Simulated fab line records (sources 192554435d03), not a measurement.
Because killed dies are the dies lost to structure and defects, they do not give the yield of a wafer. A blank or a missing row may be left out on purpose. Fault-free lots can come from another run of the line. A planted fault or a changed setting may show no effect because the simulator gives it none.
A lot that was struck, set against a sound lot	flow n5-finfet	36 steps out of a route of 1938
Sound: these wafers, L282.2, L282.3, L282.5. Struck: wafers L290.2, L290.3, L290.4. The cause is named last.
Per side, at each step with rows, come the tool, then ch with its chambers, and then its first start. Under that, the readings that differ: sound wafers	struck wafers	difference of the means	sigmas: that difference in standard deviations of wafers without a fault.
alike: readings whose means differ by less than 2 such deviations, and words and numbers that are the same on both sides. not compared: withheld readings, readings that some wafer has no value for, bounds like >300 that may hide the same value, and numbers for which the record gives no deviation and whose values overlap.
The two part at a step that has a row with sigmas, a row that says differs or no value, or rows on one side only. Numbers that have no deviation but don't overlap get no sigmas and don't part them. A reading missing from all wafers of one side parts the sides only when that side holds two or more wafers.

first, 11 steps without rows for these wafers: N5_BEOL_M9_DESCUM_33 (chemistry O2, time 7 s); N5_BEOL_M9_ETCH_76 (etches underlayer in N2/H2, target depth 6.5 nm, time 5.2 s); N5_BEOL_M9_ETCH_65 (etches SiARC in CF4, target depth 15.6 nm, time 26 s); N5_BEOL_M9_ETCH_66 (etches SOC in N2/H2, target depth 80 nm, overetch 16 nm, time 120 s); N5_BEOL_M9_STRIP_69 (strips in N2/H2); N5_BEOL_M9_STRIP_77 (strips in N2/H2); N5_BEOL_M9_VIA_ETCH_34 (etches SiCOH lowk in C4F6/O2, target depth 182.4 nm, time 68.4 s); N5_BEOL_M9_STRIP_73 (strips in C4F6/O2); N5_BEOL_M9_STRIP_36 (strips in N2/H2); N5_BEOL_M9_TRENCH_ETCH_37 (etches SiCOH lowk in C4F6/O2, target depth 151.43 nm, time 49 s); N5_BEOL_M9_ETCH_41 (etches SiCN in CH3F/O2, target depth 36.6 nm, time 70.1 s).
N5_BEOL_M9_STRIP_80: strips in N2/H2, time 10 s.
  sound on rie-diel-06 ch 0,1,2, day 10 21:54; struck on rie-diel-06 ch 0,2, day 13 04:03
reading	sound	struck	difference	sigmas
oes-product-au (a.u.)	0.72 0.68 0.67	0.98 0.70 0.99	+0.20	+2
rf-vpp-V (V)	58.9 60.7 60.6	56.7 58.1 59.5	-2.0	-2
  alike: drypump-motor-current-A, h2-flow-sccm, showerhead-plenum-p-Torr, throttle-valve-pct
  not compared: rf-hours-counter-h
then, 23 steps without rows for these wafers: N5_BEOL_M9_HM_STRIP_39 (strips TiN in peroxide tin strip, target depth 25 nm, time 158 s); N5_BEOL_M9_SRD_40 (time 30 s); N5_BEOL_M9_PRECLEAN_42 (cleans in residue remover, time 60 s); N5_BEOL_M9_SRD_43 (time 30 s); N5_BEOL_M9_CURE_72 (cures SiCOH lowk, time 120 s); N5_BEOL_M9_DEGAS_44 (time 60 s); N5_BEOL_M9_PRE_CLEAN_45 (time 30 s); N5_BEOL_M9_ALD_74 (deposits TaN, target thk 2 nm, pulse time 2 s, purge time 3 s); N5_BEOL_M9_SURFACE_TREAT_79; N5_BEOL_M9_CVD_78 (deposits Co from CCTBA/H2, target thk 2 nm, time 138.9 s); N5_BEOL_M9_SPUTTER_48 (material Cu, target thk 12 nm, time 2 s); N5_BEOL_M9_ECD_50 (material Cu, target thk 318 nm); N5_BEOL_M9_ANNEAL_51 (time 90 s); N5_BEOL_M9_CMP_52 (polishes, stops on SiCOH lowk, t overpolish 7 s, target thk 140 nm); N5_BEOL_M9_PRE_CLEAN_55 (time 15 s); N5_BEOL_M9_DEP_56 (deposits SiCN from 3MS/NH3, target thk 15 nm, time 26.5 s); N5_BEOL_M10_ILD_DEP_00 (deposits SiCOH lowk from DEMS/porogen, target thk 308.51 nm, time 58 s); N5_BEOL_M10_CURE_71 (cures SiCOH lowk, time 240 s); N5_BEOL_M10_PECVD_70 (deposits SiO2 from TEOS/O2, target thk 20 nm, time 22.7 s); N5_BEOL_M10_HM_DEP_02 (deposits TiN, target thk 20 nm); N5_BEOL_M10_COAT_59 (time 60 s, resist thk 100 nm); N5_BEOL_M10_COAT_60 (time 60 s, resist thk 30 nm); N5_BEOL_M10_COAT_05 (resist thk 90 nm).
-- the record jumps here: 2 days lie between the struck wafers' starts before and after (it left off in module BEOL_M10 and takes up again in module PASSIVATION, whose first step shown is number 1936 of the route) --
N5_PASSIVATION_PROBE_49:
  record: rows for the struck wafers here (prober-01, day 15 12:27), none for the sound ones

== WHERE THEY PART ==
First at N5_BEOL_M9_STRIP_80; last, within this record, at N5_PASSIVATION_PROBE_49.

WHY: what the simulator had put in
Chamber particle source: rie-diel-06, from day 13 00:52 on, at N5_BEOL_M9_STRIP_80. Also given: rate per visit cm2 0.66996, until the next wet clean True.
